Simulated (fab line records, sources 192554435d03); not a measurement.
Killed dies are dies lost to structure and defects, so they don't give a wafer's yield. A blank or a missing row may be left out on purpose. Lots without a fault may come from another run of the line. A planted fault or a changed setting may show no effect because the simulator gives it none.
Chamber matching | flow n5_finfet | N5_BEOL_M3_ILD_DEP_00 on pecvd-02: 3 sister chambers
The step deposits SiOC from DEMS/O2, target thk 79 nm, time 15.3 s. 16 wafers are shown with their chamber, then 8 later ones without.

WAFERS WITH THEIR CHAMBER
wafer  | chamber | throttle_valve_pct (%) | showerhead_plenum_p_Torr (Torr) | heater_power_w (W)
L075.1 | 0       | 12.7                   | 5.710                           | 485
L075.3 | 1       | 13.2                   | 5.681                           | 423
L075.6 | 0       | 12.5                   | 5.691                           | 502
L077.1 | 2       | 11.2                   | 5.691                           | 523
L077.2 | 0       | 12.6                   | 5.725                           | 428
L077.6 | 0       | 12.5                   | 5.700                           | 445
L078.3 | 0       | 12.5                   | 5.703                           | 526
L078.4 | 2       | 11.3                   | 5.696                           | 468
L078.5 | 0       | 12.7                   | 5.696                           | 519
L085.1 | 1       | 13.2                   | 5.689                           | 457
L085.4 | 2       | 11.5                   | 5.677                           | 511
L085.5 | 0       | 12.4                   | 5.704                           | 465
L086.3 | 0       | 12.5                   | 5.715                           | 510
L086.5 | 1       | 13.4                   | 5.695                           | 456
L086.6 | 2       | 11.4                   | 5.689                           | 476
L088.2 | 1       | 13.0                   | 5.682                           | 378

SIGNATURES (means of the wafers above)
reading                  | chamber 0 | chamber 1 | chamber 2 | scatter within a chamber
throttle_valve_pct       | 12.550    | 13.200    | 11.350    | 0.127
showerhead_plenum_p_Torr | 5.70550   | 5.68675   | 5.68825   | 0.00942
heater_power_w           | 485.00    | 428.50    | 494.50    | 34.3
Rule: a wafer's distance from a chamber is the root of the sum, over the readings, of the square of ((its reading less the chamber's mean) divided by the reading's scatter). The wafer belongs to the nearest chamber; if the next one is less than 2 further off, it can't be placed. The scatter: the root of (the sum of the squares of (reading less its chamber's mean) over the shown wafers, divided by (wafers less chambers)).

WAFERS WITHOUT THEIR CHAMBER
wafer  | throttle_valve_pct (%) | showerhead_plenum_p_Torr (Torr) | heater_power_w (W)
L088.3 | 12.7                   | 5.713                           | 520
L088.4 | 11.5                   | 5.693                           | 522
L092.4 | 11.6                   | 5.688                           | 529
L092.5 | 12.2                   | 5.705                           | 515
L092.6 | 13.2                   | 5.689                           | 401
L096.3 | 11.6                   | 5.683                           | 528
L096.4 | 12.9                   | 5.685                           | 453
L096.5 | 12.5                   | 5.719                           | 500

WHICH CHAMBER EACH WENT THROUGH
wafer  | from the rows above     | in truth
L088.3 | 0                       | 0
L088.4 | 2                       | 2
L092.4 | 2                       | 2
L092.5 | 0                       | 0
L092.6 | 1                       | 1
L096.3 | 2                       | 2
L096.4 | can't be placed: 1 or 0 | 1
L096.5 | 0                       | 0
Placed correctly: 7 of 8. Can't be placed from these rows: 1 (the true chamber is among the candidates in 1). Placed wrongly: 0.
